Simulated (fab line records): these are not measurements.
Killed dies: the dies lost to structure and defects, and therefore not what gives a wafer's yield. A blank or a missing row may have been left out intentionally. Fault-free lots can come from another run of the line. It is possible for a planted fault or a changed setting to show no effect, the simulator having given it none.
Split-lot study	flow n5 finfet	route with 1938 steps; 7 lots, 21 wafers read

## THE SPLIT ITSELF
At N5_BEOL_M8_COAT_22 (resist thk 30 nm), the setting spin rpm was moved away from the recipe's 1500 rpm on 9 of the 21 wafers read, by -3.7% to +9.9%. This setting was run at the recipe's value on the other wafers.

## FROM THE SPLIT TO THE READING: what the file shows between them, 4 steps
- N5_BEOL_M8_EBR_24
- N5_BEOL_M8_SOFTBAKE_23: time 60 s
- N5_BEOL_M8_DESCUM_33: chemistry O2, time 7 s
- N5_BEOL_M8_ETCH_72: etches underlayer in N2/H2, target depth 6.5 nm, time 5.2 s

## THE READING
CAR-EUV_of_BEOL_M8_COAT_22.thk nm (the simulator's own value, which no gauge read), in nm, at N5_BEOL_M8_ETCH_65 (etches SiARC in CF4, target depth 15.6 nm, time 26 s). No usual value for it is given in the file. Across the 12 wafers here that went through the recipe, the average is 11.1 nm and the standard deviation 0.19 nm.

wafer	tool, chamber at the split	spin rpm as run, rpm	against the recipe	CAR-EUV_of_BEOL_M8_COAT_22.thk nm, nm	against lot-mates on the recipe
L080.1	litho track-04, 0	1500	recipe	11	-
L080.2	litho track-04, 0	1649	+9.9%	9.6	-1.4
L080.6	litho track-04, 0	1649	+9.9%	9.6	-1.4
L081.2	litho track-04, 0	1613	+7.5%	9.6	-1.2
L081.5	litho track-04, 0	1500	recipe	10.8	-
L081.6	litho track-04, 0	1613	+7.5%	10	-0.8
L083.1	litho track-04, 0	1500	recipe	11.2	-
L083.2	litho track-04, 0	1445	-3.7%	11.8	+0.6
L083.6	litho track-04, 0	1445	-3.7%	11.8	+0.6
L087.2	litho track-05, 0	1500	recipe	11	-
L087.6	litho track-05, 0	1500	recipe	11	-
L087.5	litho track-05, 0	1500	recipe	11.2	-
L089.1	litho track-04, 0	1500	recipe	10.8	-
L089.3	litho track-04, 0	1620	+8.0%	10	-0.8
L089.4	litho track-04, 0	1620	+8.0%	9.8	-1.0
L092.1	litho track-01, 0	1596	+6.4%	10.6	-0.6
L092.3	litho track-01, 0	1500	recipe	11.2	-
L092.5	litho track-01, 0	1500	recipe	11.2	-
L096.1	litho track-05, 0	1500	recipe	11.4	-
L096.3	litho track-05, 0	1500	recipe	11	-
L096.6	litho track-05, 0	1500	recipe	11.4	-

FIT RESULTS
A straight line over all 21 wafers: CAR-EUV_of_BEOL_M8_COAT_22.thk nm changes by -0.155 nm for each +1% of spin rpm; r = -0.96; the points scatter about the line by 0.21 nm.
The same after taking each lot's own level away (the mean of its wafers on the recipe; 21 wafers): -0.132 nm for each +1%; r = -0.97; scatter 0.14 nm.
That fit puts the effect of the largest move of spin rpm on the reading at 1.3 nm.
Measured against the standard deviation above, the lots' own levels, which go from 10.80 to 11.27 nm, span 2.4 times it.
In other words, the slope is changed by the lot-to-lot level; the two fits disagree.
Check: with one of the wafers moved furthest among these (+9.9%) left out of the fit, the line predicts -1.26 nm for it against its lot-mates. Against them it came out at -1.4 nm.

## THE WHOLE CHAIN: every reading that the file lists as answering this split, in the file's order
step	what it does	reading	change (the file's fit)	r (the file's)
N5_BEOL_M8_COAT_22	resist thk 30 nm	CAR-EUV_of_BEOL_M8_COAT_22.thk nm (the simulator's own value, which no gauge read)	-0.137 nm for each +1% of the setting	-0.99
N5_BEOL_M8_ETCH_65	etches SiARC in CF4, target depth 15.6 nm, time 26 s	CAR-EUV_of_BEOL_M8_COAT_22.thk nm (the simulator's own value, which no gauge read)	-0.127 nm for each +1% of the setting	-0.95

## THE FILE'S OWN FIT
CAR-EUV_of_BEOL_M8_COAT_22.thk nm changes by -0.127 nm for each +1% of spin rpm, r = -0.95.
